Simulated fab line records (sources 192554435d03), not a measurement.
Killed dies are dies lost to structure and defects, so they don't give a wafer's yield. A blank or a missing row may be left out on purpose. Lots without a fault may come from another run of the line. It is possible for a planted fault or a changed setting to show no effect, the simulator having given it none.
A struck lot beside a sound one -- flow n5-finfet -- 15 steps out of a route of 1938
Sound: these wafers, L248.1, L248.3, L248.4. Struck: wafers L257.1, L257.2, L257.6. At the end, the cause is stated.
At each step with rows: each side's tool, then ch and its chambers, then its first start. Under that, the readings that differ: sound wafers -- struck wafers -- difference of the means -- sigmas: that difference in standard deviations of wafers without a fault.
alike: same words and numbers on both sides, and readings whose means sit less than 2 such deviations apart. not compared: any withheld reading, any reading some wafer has no value for, any bound like >300 that may hide the same value, and any number with overlapping values for which the record gives no deviation.
A row with sigmas, a row that says differs or no value, or rows on one side alone: a step with any of these is where the two part. Numbers that don't overlap but have no deviation are shown without sigmas and don't part them. A reading that every wafer of one side lacks parts them only if that side has two wafers or more.

first, 4 steps without rows for these wafers: N5_SD_EPI_N_WET_ETCH_43 (etches SiO2 in dHF, time 14 s, target depth 1.5 nm); N5_SD_EPI_N_STRIP_18 (strips in SPM, time 750 s); N5_SD_EPI_N_SRD_20 (time 30 s); N5_SD_EPI_N_PRECLEAN_48 (cleans in NF3:NH3, afs cycles 2, time 20 s, sublimation time 60 s).
N5_SD_EPI_N_VAPOR_ETCH_50: etches Si in HCl, time 54 s.
  sound on epi-rpcvd-04 ch 0, day 3 09:14; struck on epi-rpcvd-04 ch 0, day 5 15:29
  alike: throttle-valve-pct
then, 1 step without rows for these wafers: N5_SD_EPI_N_EPI_21 (deposits Si:P, time 690 s).
N5_SD_EPI_N_EPI_MEAS_23:
  sound on film-metro-01, day 3 11:46; struck on film-metro-01, day 5 17:23
  alike: thk-nm
then, 3 steps without rows for these wafers: N5_SD_EPI_N_PRECLEAN_24 (cleans in O3/DIW, time 60 s); N5_SD_EPI_N_SRD_25 (time 30 s); N5_SD_EPI_N_PRECLEAN_49 (cleans in NF3:NH3, afs cycles 1, time 20 s, sublimation time 60 s).
N5_SD_EPI_N_LINER_46: material SiNx, target thk 3 nm.
  sound on ald-sin-01 ch 0,1,3, day 3 12:05; struck on ald-sin-02 ch 0,1,3, day 5 17:59
  alike: heater-power-w
N5_SD_EPI_N_INSPECT_26: inspects for defects (darkfield).
  sound on defect-inspect-02, day 3 12:20; struck on defect-inspect-02, day 5 18:14
  alike: raw-defect-count
N5_SD_EPI_P_COAT_34: time 60 s, resist thk 350 nm.
  sound on litho-track-05 ch 0, day 3 12:22; struck on litho-track-02 ch 0, day 5 18:17
reading,sound,struck,difference,sigmas
spin-speed-rpm (rpm),1499.7 1500.1 1498.8,1572.6 1573.8 1572.6,+73.5,+79
model.SOC_of_SD_EPI_P_COAT_34.thk-nm (nm),350.6 351.4 351.8,341.6 340.2 341,-10.3,
then, 1 step without rows for these wafers: N5_SD_EPI_P_COAT_35 (time 60 s, resist thk 35 nm).
-- here the record skips 5 days between the struck wafers' starts before and after, leaving off in module SD_EPI_P and picking up in module BEOL_M4 (first step shown: number 1111 of the route) --
N5_BEOL_M4_RC_MEAS_101:
  sound on prober-01 ch 0, day 8 05:22; struck on prober-02 ch 0, day 10 10:51
  alike: DIBL_N, DIBL_P, IOFF_N, IOFF_P, ION_N, ION_P, SS_N, SS_P, VT_N, VT_P

## WHERE THEY PART
N5_SD_EPI_P_COAT_34 only, going by this record. Later steps at which nothing parts them and some readings are alike: N5_BEOL_M4_RC_MEAS_101.

WHY: what the simulator had put in
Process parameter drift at N5_SD_EPI_P_COAT_34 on litho-track-02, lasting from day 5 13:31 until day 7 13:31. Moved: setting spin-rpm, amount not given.
